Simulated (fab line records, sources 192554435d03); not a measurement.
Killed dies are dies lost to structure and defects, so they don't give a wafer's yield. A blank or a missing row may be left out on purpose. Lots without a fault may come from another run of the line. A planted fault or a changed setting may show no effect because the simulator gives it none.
Which tool did it? | flow n5_finfet | 9 lots, 26 wafers sampled, at 5 steps of a route of 1938

WHAT THE GAUGES READ, wafer by wafer
N5_BEOL_M3_OVL_MEAS_29.
lot  | measured     | on         | V2_OVL (nm)
L590 | day 7 19:47  | overlay-02 | -1.3 -0.5 -0.8
L589 | day 7 21:57  | overlay-02 | -0.3 -0.7 -0.4
L592 | day 8 11:37  | overlay-02 | 0.0 -0.8 -0.7
L596 | day 9 18:55  | overlay-02 | -0.8 -0.9 -1.2
L597 | day 10 13:08 | overlay-01 | -0.7 -0.9 -1.7
L603 | day 11 23:18 | overlay-01 | -0.7 0.6
L606 | day 12 16:54 | overlay-02 | 0.4 0.0 -0.5
L608 | day 13 08:34 | overlay-01 | -0.3 -0.2 0.3
L609 | day 13 15:14 | overlay-01 | -0.7 -0.5 -1.5

N5_BEOL_M4_RC_MEAS_101.
lot  | measured     | on        | DIBL_N (mV/V)  | DIBL_P (mV/V) | IOFF_N (nA/um) | IOFF_P (nA/um) | ION_N (uA/um) | ION_P (uA/um) | SS_N (mV/dec)  | SS_P (mV/dec)  | VT_N (mV)   | VT_P (mV)
L590 | day 9 10:52  | prober-02 | 34.5 41.0 35.1 | 35 42 36      | 0.13 0.25 0.14 | 0.17 0.30 0.18 | 677 694 675   | 463 463 465   | 71.4 72.8 71.4 | 72.9 75.3 73.1 | 250 243 250 | -253 -249 -255
L589 | day 9 16:25  | prober-02 | 37.8 31.4 38.4 | 36 29 35      | 0.17 0.09 0.17 | 0.22 0.13 0.19 | 690 667 676   | 469 461 463   | 71.1 70.0 71.7 | 73.6 71.8 72.9 | 249 255 253 | -248 -257 -249
L592 | day 10 11:51 | prober-01 | 30.8 40.7 33.8 | 30 41 34      | 0.09 0.24 0.12 | 0.15 0.31 0.19 | 661 677 672   | 461 462 464   | 69.9 73.5 71.3 | 72.2 75.1 72.9 | 257 246 254 | -253 -247 -251
L596 | day 11 16:38 | prober-01 | 36.5 36.9 40.5 | 35 35 39      | 0.14 0.15 0.22 | 0.17 0.16 0.22 | 668 670 653   | 459 453 444   | 72.1 71.8 72.6 | 72.6 73.1 74.3 | 254 251 250 | -255 -254 -252
L597 | day 12 02:23 | prober-02 | 36.7 36.9 33.7 | 35 36 34      | 0.16 0.16 0.12 | 0.22 0.22 0.19 | 694 689 669   | 474 472 471   | 71.3 72.2 71.1 | 73.3 73.1 72.6 | 246 250 254 | -247 -249 -251
L603 | day 13 11:35 | prober-02 | 33.7 34.4      | 31 32         | 0.11 0.14      | 0.13 0.15      | 662 685       | 456 461       | 71.3 71.9      | 72.1 72.2      | 256 252     | -256 -253
L606 | day 14 01:21 | prober-01 | 35.2 33.2 34.9 | 35 31 33      | 0.13 0.10 0.13 | 0.20 0.14 0.18 | 672 647 664   | 473 452 461   | 71.3 71.0 71.7 | 72.6 72.2 72.7 | 253 258 255 | -252 -257 -252
L608 | day 14 23:05 | prober-02 | 38.2 38.2 37.5 | 38 39 38      | 0.19 0.19 0.18 | 0.24 0.26 0.24 | 660 679 692   | 462 471 474   | 72.5 72.5 71.3 | 73.5 74.0 73.4 | 248 249 246 | -243 -247 -245
L609 | day 15 02:44 | prober-01 | 40.5 39.1 35.2 | 40 40 34      | 0.22 0.21 0.11 | 0.27 0.30 0.19 | 656 690 630   | 451 481 447   | 73.0 72.1 70.9 | 73.8 74.3 72.7 | 252 248 256 | -249 -245 -251

WHICH TOOL RAN EACH LOT (tool, then ch and the chambers of the sampled wafers, then the start)
lot  | N5_BEOL_M3_ETCH_70                | N5_BEOL_M3_TRENCH_ETCH_37                     | N5_BEOL_M3_ETCH_41
L590 | rie_diel-06 ch 0,1,2, day 8 19:41 | rie_diel-06 ch 0,1,2, day 9 10:52 or earlier  | rie_diel-06 ch 0,1,2, day 9 10:52 or earlier
L589 | rie_diel-06 ch 0,2,3, day 8 22:31 | rie_diel-06 ch 0,2,3, day 9 16:25 or earlier  | rie_diel-06 ch 0,2,3, day 9 16:25 or earlier
L592 | rie_diel-06 ch 0,2,3, day 9 06:47 | rie_diel-06 ch 0,2,3, day 10 11:51 or earlier | rie_diel-06 ch 0,2,3, day 10 11:51 or earlier
L596 | rie_diel-06 ch 0,1, day 10 10:30  | rie_diel-06 ch 0,1, day 11 16:38 or earlier   | rie_diel-06 ch 0,1, day 11 16:38 or earlier
L597 | rie_diel-06 ch 0,3, day 10 20:24  | rie_diel-06 ch 0,3, day 12 02:23 or earlier   | rie_diel-06 ch 0,3, day 12 02:23 or earlier
L603 | rie_diel-06 ch 1,2, day 12 03:46  | rie_diel-06 ch 1,2, day 13 11:35 or earlier   | rie_diel-06 ch 1,2, day 13 11:35 or earlier
L606 | rie_diel-01 ch 0,1, day 13 03:34  | rie_diel-01 ch 0,1, day 14 01:21 or earlier   | rie_diel-01 ch 0,1, day 14 01:21 or earlier
L608 | rie_diel-04 ch 0,3, day 13 09:37  | rie_diel-04 ch 0,3, day 14 23:05 or earlier   | rie_diel-04 ch 0,3, day 14 23:05 or earlier
L609 | rie_diel-04 ch 1,3, day 13 17:13  | rie_diel-04 ch 1,3, day 15 02:44 or earlier   | rie_diel-04 ch 1,3, day 15 02:44 or earlier
- N5_BEOL_M3_ETCH_70: etches SOC in N2/H2, target depth 80 nm, overetch 16 nm, time 120 s.
- N5_BEOL_M3_TRENCH_ETCH_37: etches SiOC in C4F6/O2, target depth 55.555 nm, time 29.2 s.
- N5_BEOL_M3_ETCH_41: etches SiCN in CH3F/O2, target depth 29.9 nm, time 52.5 s.

WHAT THE TOOLS THEMSELVES READ (means of the sampled wafers that have a number; where no wafer has one, the mark that the record gives instead)
N5_BEOL_M3_ETCH_70.
lot  | tool        | chamber_pressure_mTorr (mTorr) | drypump_motor_current_A (A) | oes_product_au (a.u.) | rf_vpp_V (V) | run_length_s (s) | showerhead_plenum_p_Torr (Torr) | temp_c (C) | throttle_valve_pct (%)
L590 | rie_diel-06 | 29.988                         | 5.5                         | 0.58                  | 522.8        | 143.2            | 2.49                            | 39.91      | 17.8
L589 | rie_diel-06 | 29.996                         | 5.3                         | 0.59                  | 523.8        | 143.3            | 2.51                            | 39.89      | 17.9
L592 | rie_diel-06 | 29.996                         | 5.2                         | 0.59                  | 523.5        | 143.3            | 2.51                            | 40.00      | 17.9
L596 | rie_diel-06 | 30.006                         | 5.6                         | 0.52                  | 521.4        | 157.2            | 2.44                            | 39.96      | 18.1
L597 | rie_diel-06 | 29.986                         | 5.3                         | 0.50                  | 521.4        | 171.4            | 2.45                            | 39.98      | 18.2
L603 | rie_diel-06 | 29.997                         | 5.5                         | 0.62                  | 523.5        | 164.6            | 2.52                            | 39.88      | 17.3
L606 | rie_diel-01 | 30.046                         | 6.0                         | 0.60                  | 524.6        | 143.6            | 2.57                            | 40.05      | 17.7
L608 | rie_diel-04 | 29.989                         | 5.2                         | 0.66                  | 523.5        | 143.8            | 2.54                            | 40.02      | 18.0
L609 | rie_diel-04 | 30.002                         | 5.5                         | 0.67                  | 524.8        | 143.6            | 2.55                            | 39.96      | 17.8

N5_BEOL_M3_TRENCH_ETCH_37.
lot  | tool        | chamber_pressure_mTorr (mTorr) | drypump_motor_current_A (A) | oes_product_au (a.u.) | rf_vpp_V (V) | run_length_s (s) | showerhead_plenum_p_Torr (Torr) | throttle_valve_pct (%)
L590 | rie_diel-06 | 30.008                         | 5.5                         | 0.76                  | 660          | 52.3             | 2.80                            | 20.83
L589 | rie_diel-06 | 30.025                         | 5.2                         | 0.77                  | 651          | 52.4             | 2.81                            | 20.87
L592 | rie_diel-06 | 29.991                         | 5.2                         | 0.77                  | 651          | 52.3             | 2.81                            | 20.88
L596 | rie_diel-06 | 30.029                         | 5.6                         | 0.71                  | 649          | 52.3             | 2.73                            | 21.07
L597 | rie_diel-06 | 30.003                         | 5.3                         | 0.71                  | 639          | 52.4             | 2.74                            | 21.13
L603 | rie_diel-06 | 29.979                         | 5.6                         | 0.88                  | 670          | 52.5             | 2.83                            | 20.44
L606 | rie_diel-01 | 29.991                         | 5.9                         | 0.77                  | 673          | 52.9             | 2.90                            | 20.82
L608 | rie_diel-04 | 30.019                         | 5.2                         | 0.87                  | 654          | 52.6             | 2.83                            | 20.92
L609 | rie_diel-04 | 29.993                         | 5.5                         | 0.89                  | 661          | 52.8             | 2.86                            | 20.91

N5_BEOL_M3_ETCH_41.
lot  | tool        | chamber_pressure_mTorr (mTorr) | drypump_motor_current_A (A) | oes_product_au (a.u.) | rf_vpp_V (V) | run_length_s (s) | showerhead_plenum_p_Torr (Torr) | throttle_valve_pct (%)
L590 | rie_diel-06 | 30.000                         | 5.5                         | 0.75                  | 296.2        | 75.7             | 1.97                            | 16.32
L589 | rie_diel-06 | 29.998                         | 5.2                         | 0.76                  | 296.6        | 75.7             | 1.97                            | 16.35
L592 | rie_diel-06 | 29.997                         | 5.2                         | 0.76                  | 296.9        | 75.6             | 1.97                            | 16.37
L596 | rie_diel-06 | 29.981                         | 5.6                         | 0.71                  | 295.3        | 75.5             | 1.92                            | 16.57
L597 | rie_diel-06 | 30.003                         | 5.3                         | 0.72                  | 295.9        | 75.6             | 1.92                            | 16.63
L603 | rie_diel-06 | 29.960                         | 5.5                         | 0.89                  | 296.3        | 75.8             | 1.99                            | 15.91
L606 | rie_diel-01 | 30.026                         | 6.0                         | 0.77                  | 297.7        | 76.1             | 2.04                            | 16.26
L608 | rie_diel-04 | 29.982                         | 5.2                         | 0.87                  | 297.3        | 76.1             | 1.99                            | 16.31
L609 | rie_diel-04 | 30.008                         | 5.5                         | 0.89                  | 297.0        | 76.0             | 2.01                            | 16.33

THE ANSWER, worked out from the rows above alone
Rule: what is usual is taken from the lots themselves. Put in order of their means at a reading, lots are off if they are a third of the lots or fewer, leave a main group of 4 or more, and stand apart from it by a gap of 3 or more times the standard deviation of the main group's means; of several such gaps the widest counts. A main group whose means are all the same, to the digits that the tables above print for the reading, isn't used. A lot without any number at a reading at which 4 lots or more have one is off too. The other lots that the step has rows for count as sound. The gauges are gone through in route order, then the tools' own readings, and for those a lot's mean is taken as printed above. The first step at which some lot is off is used, and at that step the reading that is off furthest; a lot without a number counts as furthest.
Off: L596, L597, L603, at N5_BEOL_M3_ETCH_70 (run_length_s). The main group: mean 143.5 s, standard deviation 0.21.
A tool fits if, at that step or a process step before it, it ran every lot that is off, and no sound lot after the first of them. One fits: rie_diel-06 at N5_BEOL_M3_ETCH_70. Its last sound lot is L592 (day 9 06:47), its first lot that is off L596 (day 10 10:30): a fault that began between those two fits.
The tool's own readings at N5_BEOL_M3_ETCH_70 bear it out: on the lots that are off they differ by more than 5 times the standard deviation of the sound lots' means. run_length_s reads 164.4 s there against 143.5 s on the sound lots.

WHAT THE SIMULATOR HAD PUT IN
Process parameter drift: rie_diel-06, from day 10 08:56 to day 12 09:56, at N5_BEOL_M3_ETCH_70. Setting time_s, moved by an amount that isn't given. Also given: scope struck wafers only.
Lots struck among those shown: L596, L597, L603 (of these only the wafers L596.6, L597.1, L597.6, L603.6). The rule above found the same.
